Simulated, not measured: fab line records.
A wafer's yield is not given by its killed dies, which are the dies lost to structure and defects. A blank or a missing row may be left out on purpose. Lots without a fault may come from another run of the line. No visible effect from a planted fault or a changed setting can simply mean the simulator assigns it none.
Chamber matching    flow nand-harc    ald-hk-02 running NHARC_A_CHANNEL_FILL_D2_ALD_02: 4 sister chambers
The step deposits SiO2, target thk 6 nm, pulse time 10 s, ald cycles 60. 4 wafers are shown with their chamber, then 11 later ones without.

WAFERS PAIRED WITH THEIR CHAMBERS
wafer   chamber  heater-power-w (W)
L086.3  1        509
L088.5  0        454
L088.6  3        415
L088.1  2        460

WAFERS MISSING THEIR CHAMBER
wafer   heater-power-w (W)
L088.2  528
L088.3  447
L089.1  472
L089.3  423
L089.6  480
L094.1  459
L094.2  448
L094.4  506
L095.2  473
L095.3  525
L095.6  424

WHICH CHAMBER EACH ONE RAN IN
wafer   from the rows above           in truth
L088.2  1                             1
L088.3  can't be placed: 0 or 2       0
L089.1  can't be placed: 2 or 0       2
L089.3  can't be placed: 3 or 0       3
L089.6  can't be placed: 2 or 0 or 1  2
L094.1  can't be placed: 2 or 0       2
L094.2  can't be placed: 0 or 2       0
L094.4  1                             1
L095.2  can't be placed: 2 or 0 or 1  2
L095.3  1                             1
L095.6  can't be placed: 3 or 0       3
3 of 11 placed correctly. From these rows, 8 cannot be placed; in 8 the true chamber is one of the candidates. 0 placed wrongly.
How it was worked out, from the rows above alone: a wafer's distance from a chamber is the root of the sum, over the readings, of the square of ((its reading less the chamber's mean) divided by the reading's scatter). If the next closest chamber is less than 2 further off than the closest, the wafer can't be placed; otherwise it belongs to the closest. The mean given for a chamber averages the wafers shown for that chamber. The scatter: with one shown wafer a chamber, the root of the mean of the squares of how far each hidden wafer lies from its nearest shown one.
